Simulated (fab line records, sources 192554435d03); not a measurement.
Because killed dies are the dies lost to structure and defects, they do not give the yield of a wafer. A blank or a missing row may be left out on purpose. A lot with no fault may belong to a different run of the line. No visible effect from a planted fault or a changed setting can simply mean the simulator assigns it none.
Split-lot study	flow n5Finfet	on a route of 1938 steps: 7 lots, 21 wafers read

## ON THE SPLIT
At N5_BEOL_M12_SPUTTER_43 (material TaN, target thk 15 nm, time 24.19 s), the setting timeS was moved away from the recipe's 24.19 s on 7 of the 21 wafers read, by -9.1% to +13.4%. This setting was run at the recipe's value on the other wafers.

The split's own step is where the reading is taken.

## THE READING
TaN_of_BEOL_M12_SPUTTER_43.thkNm (the simulator's own value, which no gauge read), in nm, at N5_BEOL_M12_SPUTTER_43 (material TaN, target thk 15 nm, time 24.19 s). There is no usual value for it anywhere in the file. Average 14.9 nm, standard deviation 0.21 nm, over the 14 wafers here run with the recipe.

wafer	tool, chamber at the split	timeS as run, s	against the recipe	TaN_of_BEOL_M12_SPUTTER_43.thkNm, nm	against lot-mates on the recipe
L075.1	pvdSputter-03, -	24.19	recipe	14.8	-
L075.4	pvdSputter-03, -	24.19	recipe	14.8	-
L075.5	pvdSputter-03, -	22	-9.1%	13.4	-1.4
L079.4	pvdSputter-03, -	27.43	+13.4%	16.8	+2.0
L079.5	pvdSputter-03, -	27.43	+13.4%	17	+2.2
L079.6	pvdSputter-03, -	24.19	recipe	14.8	-
L085.2	pvdSputter-03, -	24.19	recipe	15	-
L085.3	pvdSputter-03, -	24.19	recipe	14.8	-
L085.6	pvdSputter-03, -	24.19	recipe	14.8	-
L092.2	pvdSputter-02, -	24.19	recipe	15.4	-
L092.4	pvdSputter-02, -	24.19	recipe	15.4	-
L092.3	pvdSputter-02, -	23.15	-4.3%	14.6	-0.8
L093.4	pvdSputter-01, -	24.19	recipe	14.8	-
L093.6	pvdSputter-01, -	24.19	recipe	14.8	-
L093.5	pvdSputter-01, -	25.96	+7.3%	16	+1.2
L095.1	pvdSputter-01, -	24.19	recipe	14.8	-
L095.4	pvdSputter-01, -	24.19	recipe	14.8	-
L095.5	pvdSputter-01, -	24.19	recipe	14.8	-
L097.2	pvdSputter-03, -	24.19	recipe	14.8	-
L097.3	pvdSputter-03, -	22.87	-5.5%	13.6	-1.2
L097.5	pvdSputter-03, -	22.87	-5.5%	13.8	-1.0

THE FIT
A straight line over all 21 wafers: TaN_of_BEOL_M12_SPUTTER_43.thkNm changes by +0.157 nm for each +1% of timeS; r = +0.96; the points scatter about the line by 0.23 nm.
The same after taking each lot's own level away (the mean of its wafers on the recipe; 21 wafers): +0.163 nm for each +1%; r = +0.99; scatter 0.094 nm.
That fit puts the effect of the largest move of timeS on the reading at 2.2 nm.
The span of the lots' own levels, 14.80 to 15.40 nm, comes to 2.9 times the standard deviation stated above.
Hence the lot-to-lot level has little effect on the slope; both slopes agree.
Check: for one of the wafers moved furthest among these (+13.4%), held out of the fit, the line's prediction against its lot-mates is +2.24 nm. It came out at +2 nm against them.

## THE FILE'S OWN FIT
TaN_of_BEOL_M12_SPUTTER_43.thkNm changes by +0.163 nm for each +1% of timeS, r = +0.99.
